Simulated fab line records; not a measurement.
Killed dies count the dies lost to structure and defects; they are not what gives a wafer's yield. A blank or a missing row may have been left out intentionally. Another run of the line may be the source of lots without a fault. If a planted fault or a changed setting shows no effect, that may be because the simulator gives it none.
Matching of chambers ; flow nand harc ; NHARC_A_STAIRCASE_DESCUM_252 on rie diel-10 has 4 sister chambers
The step chemistry O2, time 3 s. 8 wafers are shown with their chamber, then 9 later ones without.

WAFERS WITH THEIR CHAMBER
wafer;chamber;drypump motor current A (A);showerhead plenum p Torr (Torr)
L078.5;1;6.4;1.96
L079.2;2;5.8;2.02
L079.6;0;5.0;1.93
L082.1;2;5.8;2.02
L082.4;3;5.9;1.85
L086.1;1;6.4;1.95
L086.2;3;5.8;1.84
L086.3;0;5.0;1.93

WAFERS WITH NO CHAMBER GIVEN
wafer;drypump motor current A (A);showerhead plenum p Torr (Torr)
L085.2;5.8;2.01
L085.4;5.0;1.93
L085.5;6.4;1.95
L091.1;5.0;1.92
L091.2;5.8;2.01
L091.5;5.8;1.84
L093.1;5.9;1.83
L093.5;5.9;1.83
L093.6;5.0;1.92

CHAMBER TAKEN BY EACH
wafer;from the rows above;in truth
L085.2;2;2
L085.4;0;0
L085.5;1;1
L091.1;0;0
L091.2;2;2
L091.5;3;3
L093.1;3;3
L093.5;3;3
L093.6;0;0
Placed correctly: 9 of 9. Can't be placed from these rows: 0. 0 placed wrongly.
How it was worked out, from the rows above alone: a wafer's distance from a chamber is the root of the sum, over the readings, of the square of ((its reading less the chamber's mean) divided by the reading's scatter). If the next closest chamber is less than 2 further off than the closest, the wafer can't be placed; otherwise it belongs to the closest. For every chamber, the mean is computed from those of its wafers that are shown. The scatter: the root of (the sum of the squares of (reading less its chamber's mean) over the shown wafers, divided by (wafers less chambers)).
